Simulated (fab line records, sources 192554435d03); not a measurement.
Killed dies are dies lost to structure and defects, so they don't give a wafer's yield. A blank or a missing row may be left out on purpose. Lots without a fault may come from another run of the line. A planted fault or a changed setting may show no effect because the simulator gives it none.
Which tool did it? | flow n5_finfet | 14 lots, 42 wafers sampled, at 4 steps of a route of 1938

WHAT THE GAUGES READ, wafer by wafer
The record holds no reading of a measuring or inspecting step that can be judged against a usual standard deviation.

WHICH TOOL RAN EACH LOT (tool, then ch and the chambers of the sampled wafers, then the start)
lot  | N5_HKMG_FIN_DESCUM_53             | N5_HKMG_FIN_STRIP_93              | N5_HKMG_FIN_EXPOSE_09             | N5_HKMG_FIN_ETCH_35
L233 | rie_diel-02 ch 0,2,3, day 4 05:32 | rie_diel-02 ch 0,2,3, day 4 06:16 | arfi_scanner-01 ch 0, day 4 08:42 | rie_diel-01 ch 2,3, day 4 09:22
L234 | rie_diel-05 ch 0,2, day 4 13:18   | rie_diel-05 ch 0,2, day 4 14:02   | arfi_scanner-01 ch 0, day 4 16:20 | rie_diel-01 ch 0,1,3, day 4 16:52
L237 | rie_diel-01 ch 0,1,2, day 5 06:55 | rie_diel-01 ch 0,1,2, day 5 07:38 | arfi_scanner-02 ch 0, day 5 10:14 | rie_diel-05 ch 0,2,3, day 5 10:45
L239 | rie_diel-02 ch 0,2,3, day 5 18:39 | rie_diel-02 ch 0,2,3, day 5 19:22 | arfi_scanner-02 ch 0, day 5 21:43 | rie_diel-01 ch 0,2,3, day 5 22:54
L244 | rie_diel-02 ch 0,1,2, day 7 01:58 | rie_diel-02 ch 0,1,2, day 7 02:42 | arfi_scanner-01, day 7 05:08      | rie_diel-05 ch 0,3, day 7 05:39
L245 | rie_diel-02 ch 0,2,3, day 7 06:46 | rie_diel-02 ch 0,2,3, day 7 07:29 | arfi_scanner-02, day 7 09:58      | rie_diel-01 ch 0,2,3, day 7 11:02
L248 | rie_diel-01 ch 0,1, day 7 23:59   | rie_diel-01 ch 0,1, day 8 00:43   | arfi_scanner-03 ch 0, day 8 03:10 | rie_diel-05 ch 1,2, day 8 03:41
L249 | rie_diel-05 ch 0,3, day 8 07:44   | rie_diel-05 ch 0,3, day 8 08:28   | arfi_scanner-01 ch 0, day 8 11:14 | rie_diel-02 ch 0,1,2, day 8 12:22
L250 | rie_diel-01 ch 0,3, day 8 10:55   | rie_diel-01 ch 0,3, day 8 11:38   | arfi_scanner-02 ch 0, day 8 14:06 | rie_diel-02 ch 1,2, day 8 14:55
L251 | rie_diel-02 ch 0,2, day 8 20:05   | rie_diel-02 ch 1,2, day 8 20:49   | arfi_scanner-01 ch 0, day 8 23:20 | rie_diel-02 ch 0,1, day 8 23:50
L252 | rie_diel-05 ch 1,2,3, day 8 23:10 | rie_diel-05 ch 1,2,3, day 8 23:53 | arfi_scanner-02 ch 0, day 9 02:20 | rie_diel-05 ch 0,1,2, day 9 02:51
L253 | rie_diel-05 ch 0,1,3, day 9 03:04 | rie_diel-05 ch 0,1,3, day 9 03:47 | arfi_scanner-01 ch 0, day 9 06:26 | rie_diel-02 ch 0,1, day 9 06:57
L254 | rie_diel-01 ch 2,3, day 9 15:01   | rie_diel-01 ch 2,3, day 9 15:44   | arfi_scanner-01 ch 0, day 9 18:04 | rie_diel-01 ch 1,2,3, day 9 18:34
L255 | rie_diel-05 ch 1,2,3, day 9 20:07 | rie_diel-05 ch 1,2,3, day 9 20:51 | arfi_scanner-03 ch 0, day 9 23:22 | rie_diel-05 ch 1,2,3, day 9 23:56
- N5_HKMG_FIN_DESCUM_53: chemistry O2, time 7.9 s.
- N5_HKMG_FIN_STRIP_93: strips SOC in N2/H2, time 20 s.
- N5_HKMG_FIN_EXPOSE_09: exposes mask NWFM, target cd 98 nm.
- N5_HKMG_FIN_ETCH_35: etches SOC in N2/H2, target depth 215.8 nm, time 243.4 s.

WHAT THE TOOLS THEMSELVES READ (means of the sampled wafers that have a number; where no wafer has one, the mark that the record gives instead)
N5_HKMG_FIN_DESCUM_53. Usual: drypump_motor_current_A 5.9 A, standard deviation 0.55; oes_product_au 0.78 a.u., standard deviation 0.087; rf_vpp_V 243.4 V, standard deviation 1.6; showerhead_plenum_p_Torr 2.11 Torr, standard deviation 0.084; throttle_valve_pct 20.36 %, standard deviation 0.27.
lot  | tool        | drypump_motor_current_A (A) | oes_product_au (a.u.) | rf_vpp_V (V) | showerhead_plenum_p_Torr (Torr) | throttle_valve_pct (%) | flag
L233 | rie_diel-02 | 6.0                         | 0.76                  | 243.1        | 2.09                            | 20.36                  |
L234 | rie_diel-05 | 5.6                         | 0.72                  | 244.0        | 2.17                            | 20.69                  |
L237 | rie_diel-01 | 5.9                         | 0.78                  | 243.3        | 2.11                            | 20.45                  |
L239 | rie_diel-02 | 5.9                         | 0.85                  | 244.7        | 2.17                            | 20.30                  |
L244 | rie_diel-02 | 6.1                         | 0.83                  | 244.0        | 2.16                            | 20.11                  |
L245 | rie_diel-02 | 6.0                         | 0.83                  | 244.4        | 2.17                            | 20.32                  |
L248 | rie_diel-01 | 6.4                         | 0.80                  | 243.9        | 2.17                            | 20.49                  |
L249 | rie_diel-05 | 5.8                         | 0.69                  | 242.9        | 2.11                            | 20.68                  |
L250 | rie_diel-01 | 6.2                         | 0.77                  | 242.5        | 2.06                            | 20.33                  |
L251 | rie_diel-02 | 5.9                         | 0.77                  | 244.2        | 2.12                            | 20.26                  |
L252 | rie_diel-05 | 6.1                         | 0.71                  | 242.4        | 2.07                            | 20.38                  |
L253 | rie_diel-05 | 6.1                         | 0.69                  | 242.3        | 2.07                            | 20.43                  |
L254 | rie_diel-01 | 5.0                         | 0.75                  | 241.7        | 2.00                            | 20.32                  |
L255 | rie_diel-05 | 6.1                         | 0.71                  | 242.8        | 2.07                            | 20.39                  |

N5_HKMG_FIN_STRIP_93. Usual: drypump_motor_current_A 5.9 A, standard deviation 0.55; h2_flow_sccm 300.1 sccm, standard deviation 1; oes_product_au 0.78 a.u., standard deviation 0.088; rf_vpp_V 54.4 V, standard deviation 0.9; showerhead_plenum_p_Torr 3.39 Torr, standard deviation 0.12; throttle_valve_pct 19.0 %, standard deviation 0.42.
lot  | tool        | drypump_motor_current_A (A) | h2_flow_sccm (sccm) | oes_product_au (a.u.) | rf_vpp_V (V) | showerhead_plenum_p_Torr (Torr) | throttle_valve_pct (%) | flag
L233 | rie_diel-02 | 6.0                         | 298.9               | 0.77                  | 54.0         | 3.36                            | 19.0                   |
L234 | rie_diel-05 | 5.6                         | 300.1               | 0.72                  | 55.4         | 3.46                            | 19.3                   |
L237 | rie_diel-01 | 5.9                         | 300.1               | 0.78                  | 53.8         | 3.38                            | 19.1                   |
L239 | rie_diel-02 | 6.0                         | 300.8               | 0.84                  | 55.1         | 3.48                            | 19.0                   |
L244 | rie_diel-02 | 6.1                         | 300.7               | 0.82                  | 55.1         | 3.48                            | 19.0                   |
L245 | rie_diel-02 | 6.0                         | 300.0               | 0.82                  | 54.2         | 3.47                            | 19.0                   |
L248 | rie_diel-01 | 6.4                         | 300.0               | 0.80                  | 54.6         | 3.47                            | 19.2                   |
L249 | rie_diel-05 | 5.8                         | 300.5               | 0.70                  | 55.2         | 3.34                            | 19.3                   |
L250 | rie_diel-01 | 6.2                         | 299.3               | 0.77                  | 53.5         | 3.32                            | 18.6                   |
L251 | rie_diel-02 | 6.3                         | 300.9               | 0.87                  | 54.3         | 3.52                            | 19.0                   |
L252 | rie_diel-05 | 6.1                         | 300.0               | 0.72                  | 53.9         | 3.33                            | 19.1                   |
L253 | rie_diel-05 | 6.1                         | 300.0               | 0.70                  | 53.5         | 3.31                            | 19.0                   |
L254 | rie_diel-01 | 5.0                         | 300.3               | 0.76                  | 54.3         | 3.23                            | 19.0                   |
L255 | rie_diel-05 | 6.1                         | 300.2               | 0.71                  | 54.3         | 3.33                            | 19.1                   |

N5_HKMG_FIN_EXPOSE_09. Usual: exposure_dose_mJ_cm2 39.24, standard deviation 0.037; focus_offset_nm 0.1 nm, standard deviation 0.5.
lot  | tool            | exposure_dose_mJ_cm2 | focus_offset_nm (nm) | flag
L233 | arfi_scanner-01 | 39.26                | 0.2                  |
L234 | arfi_scanner-01 | 39.22                | 0.0                  |
L237 | arfi_scanner-02 | 39.25                | -0.4                 |
L239 | arfi_scanner-02 | 39.21                | 0.5                  |
L244 | arfi_scanner-01 | -                    | -                    | OFF
L245 | arfi_scanner-02 | -                    | -                    | OFF
L248 | arfi_scanner-03 | 39.26                | 0.0                  |
L249 | arfi_scanner-01 | 39.24                | 0.5                  |
L250 | arfi_scanner-02 | 39.20                | 0.4                  |
L251 | arfi_scanner-01 | 39.21                | -0.0                 |
L252 | arfi_scanner-02 | 39.21                | -0.4                 |
L253 | arfi_scanner-01 | 39.22                | -0.1                 |
L254 | arfi_scanner-01 | 39.29                | 0.1                  |
L255 | arfi_scanner-03 | 39.28                | 0.7                  |

N5_HKMG_FIN_ETCH_35. Usual: drypump_motor_current_A 5.9 A, standard deviation 0.58; h2_flow_sccm 200.0 sccm, standard deviation 0.61; oes_product_au 0.78 a.u., standard deviation 0.082; rf_vpp_V 141.7 V, standard deviation 1; showerhead_plenum_p_Torr 2.57 Torr, standard deviation 0.096; throttle_valve_pct 17.78 %, standard deviation 0.22.
lot  | tool        | drypump_motor_current_A (A) | h2_flow_sccm (sccm) | oes_product_au (a.u.) | rf_vpp_V (V) | showerhead_plenum_p_Torr (Torr) | throttle_valve_pct (%) | flag
L233 | rie_diel-01 | 5.0                         | 199.6               | 0.80                  | 141.2        | 2.46                            | 17.73                  |
L234 | rie_diel-01 | 6.0                         | 199.9               | 0.85                  | 141.5        | 2.58                            | 17.69                  |
L237 | rie_diel-05 | 5.8                         | 200.1               | 0.72                  | 141.6        | 2.55                            | 17.96                  |
L239 | rie_diel-01 | 5.6                         | 199.9               | 0.79                  | 140.5        | 2.49                            | 17.71                  |
L244 | rie_diel-05 | 5.8                         | 200.0               | 0.70                  | 140.9        | 2.53                            | 17.97                  |
L245 | rie_diel-01 | 5.6                         | 199.5               | 0.78                  | 141.2        | 2.48                            | 17.74                  |
L248 | rie_diel-05 | 6.2                         | 200.1               | 0.71                  | 141.0        | 2.56                            | 17.74                  |
L249 | rie_diel-02 | 6.2                         | 200.0               | 0.81                  | 141.9        | 2.64                            | 17.68                  |
L250 | rie_diel-02 | 6.0                         | 200.0               | 0.84                  | 141.7        | 2.62                            | 17.83                  |
L251 | rie_diel-02 | 6.4                         | 199.7               | 0.84                  | 141.9        | 2.68                            | 17.50                  |
L252 | rie_diel-05 | 5.9                         | 199.7               | 0.70                  | 141.9        | 2.58                            | 17.92                  |
L253 | rie_diel-02 | 6.3                         | 200.3               | 0.77                  | 142.3        | 2.65                            | 17.53                  |
L254 | rie_diel-01 | 5.4                         | 200.6               | 0.79                  | 141.6        | 2.53                            | 17.81                  |
L255 | rie_diel-05 | 6.1                         | 199.9               | 0.71                  | 140.6        | 2.52                            | 17.86                  |

THE ANSWER, worked out from the rows above alone
Rule: a lot is off if the mean of its wafers that have a number lies more than 3 standard deviations from the usual mean. A lot without any number at a reading at which 4 lots or more have one is off too. The other lots that the step has rows for count as sound. The gauges are gone through in route order, then the tools' own readings, and for those a lot's mean is taken as printed above. The first step at which some lot is off is used, and at that step the reading that is off furthest; a lot without a number counts as furthest.
Off: L244, L245, at N5_HKMG_FIN_EXPOSE_09 (exposure_dose_mJ_cm2). Without a number there: L244, L245.
A tool fits if, at that step or a process step before it, it ran every lot that is off, and no sound lot after the first of them. None of those tried fits.

WHAT THE SIMULATOR HAD PUT IN
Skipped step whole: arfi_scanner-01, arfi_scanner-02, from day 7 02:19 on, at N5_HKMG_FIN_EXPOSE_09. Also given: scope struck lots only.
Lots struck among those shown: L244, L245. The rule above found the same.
